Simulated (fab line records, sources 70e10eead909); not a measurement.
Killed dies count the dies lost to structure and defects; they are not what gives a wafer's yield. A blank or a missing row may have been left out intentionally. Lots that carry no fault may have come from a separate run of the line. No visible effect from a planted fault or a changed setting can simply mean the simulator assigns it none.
What tool caused it?    flow nandHarc    36 wafers sampled from 12 lots at 1 step of a route of 1302

## WHAT THE GAUGES READ, wafer by wafer
NHARC_P_BONDPAD_CD_MEAS_13.
lot   measured      on        cdNm (nm)
L075  day 7 04:56   cdSem-01  497.0 498.5 495.0
L077  day 7 20:09   cdSem-01  498.2 498.0 500.4
L079  day 8 14:37   cdSem-01  495.7 494.8 497.9
L081  day 9 10:35   cdSem-03  502.3 501.5 501.4
L083  day 10 12:42  cdSem-03  495.0 497.8 494.9
L085  day 11 07:35  cdSem-03  497.4 496.6 496.3
L087  day 11 22:54  cdSem-03  503.8 502.3 504.7
L088  day 13 00:49  cdSem-01  500.2 499.6 500.3
L091  day 14 01:45  cdSem-03  497.7 494.1 498.8
L093  day 14 13:13  cdSem-02  500.0 502.2 501.3
L095  day 15 06:59  cdSem-01  497.2 495.8 494.4
L097  day 16 00:53  cdSem-03  494.2 494.8 495.9

## TOOL THAT RAN EACH LOT (tool first, then ch and the chambers of the sampled wafers, then the start)
There is no process step in the record ahead of these readings.

## THE ANSWER, worked out from the rows above alone
Rule: usual is defined by the lots themselves. Put in order of their means at a reading, lots are off if they are a third of the lots or fewer, leave a main group of 4 or more, and stand apart from it by a gap of 3 or more times the standard deviation of the main group's means; of several such gaps the widest counts. The tables above print the reading to a certain number of digits; a main group whose means all agree to those digits is not used. A lot without any number at a reading at which 4 lots or more have one is off too. Any other lot the step has rows for is counted as sound.
Across all readings shown, no lot is off: no conclusion can be drawn from this.

## WHAT THE SIMULATOR HAD PUT IN
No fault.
